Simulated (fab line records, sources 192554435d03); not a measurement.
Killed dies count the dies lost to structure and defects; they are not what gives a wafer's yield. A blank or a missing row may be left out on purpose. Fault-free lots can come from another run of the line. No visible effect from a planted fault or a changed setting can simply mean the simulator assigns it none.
A lot that was struck, set against a sound lot / flow n5 finfet / 15 out of 1938 route steps
Sound: wafers L138.1, L138.3, L138.6. Struck: wafer L137.5 (left out: L137.2, L137.4 of the same lot, which were not struck); the cause appears at the end.
At each step with rows: each side's tool, then ch and its chambers, then its first start. Under that, the readings that differ: sound wafers / struck wafers / difference of the means / sigmas: that difference in standard deviations of wafers without a fault.
alike: words and numbers the same on both sides, and readings whose means are apart by under 2 such deviations; not compared: readings that were withheld, readings missing a value for some wafer, numbers with overlapping values and no deviation given by the record, and bounds like >300 which may hide the same value.
The two part at a step that has a row with sigmas, a row that says differs or no value, or rows on one side only. Numbers that don't overlap but have no deviation are shown without sigmas and don't part them. A reading that every wafer of one side lacks parts them only if that side has two wafers or more.

first, 3 steps without rows for these wafers: N5_BEOL_M12_PRECLEAN_39 (cleans in residue remover, time 60 s); N5_BEOL_M12_SRD_40 (time 30 s, dry time 30 s); N5_BEOL_M12_DEGAS_41 (time 60 s).
N5_BEOL_M12_PRE_CLEAN_42: time 30 s.
  sound on pvd sputter-02, day 15 03:34; struck on pvd sputter-01, day 15 04:19
  alike: heater power w
N5_BEOL_M12_SPUTTER_43: material TaN, target thk 15 nm, time 24.19 s.
  sound on pvd sputter-02, day 15 03:36; struck on pvd sputter-01, day 15 04:21
  alike: throttle valve pct
N5_BEOL_M12_SPUTTER_44: material Ta, target thk 10 nm, time 16.13 s.
  sound on pvd sputter-02, day 15 03:41; struck on pvd sputter-01, day 15 04:26
  alike: throttle valve pct
N5_BEOL_M12_SPUTTER_45: material Cu, target thk 80 nm, time 13.33 s.
  sound on pvd sputter-02, day 15 03:46; struck on pvd sputter-01, day 15 04:31
  alike: chuck gas flow sccm, throttle valve pct
then, 1 step without rows for these wafers: N5_BEOL_M12_ECD_47 (material Cu, target thk 720 nm).
N5_BEOL_M12_ANNEAL_48: time 90 s.
  sound on rtp anneal-01 ch 0, day 15 04:10; struck on rtp anneal-01 ch 0, day 15 04:52
  alike: wafer_temp_C_max
then, 1 step without rows for these wafers: N5_BEOL_M12_CMP_49 (polishes, stops on SiOC, t overpolish 20.6 s, target thk 320 nm).
N5_BEOL_M12_THK_MEAS_50: measures by xrf.
  sound on film metro-01, day 15 04:45; struck on film metro-01, day 15 05:25
  alike: M12_THK
then, 1 step without rows for these wafers: N5_BEOL_M12_PRE_CLEAN_52 (time 15 s).
N5_BEOL_M12_DEP_53: deposits SiCN from 3MS/NH3, target thk 30 nm, time 10.5 s.
  sound on pecvd-03 ch 0,1, day 15 04:49; struck on pecvd-03 ch 2, day 15 05:29
reading=throttle valve pct (%); sound=19.5 19.2 19.2; struck=16.8; difference=-2.5; sigmas=-3
reading=model.SiCN_of_BEOL_M12_DEP_53.thk nm (nm); sound=30 30 30.2; struck=52.2; difference=+22.1; sigmas=
  alike: showerhead plenum p Torr
N5_BEOL_M12_RS_MEAS_54: uses a four-point probe to measure.
  sound on film metro-02, day 15 04:53; struck on film metro-01, day 15 05:32
  alike: M12_RS
N5_PASSIVATION_PROBE_49:
  rows exist in the record for the sound wafers here (prober-01, day 16 19:58), none for the struck ones

== WHERE THEY PART ==
Last at N5_PASSIVATION_PROBE_49 as far as this record goes, first at N5_BEOL_M12_DEP_53.

WHY: what the simulator had put in
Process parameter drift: pecvd-03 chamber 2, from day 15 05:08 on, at N5_BEOL_M12_DEP_53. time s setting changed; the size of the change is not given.
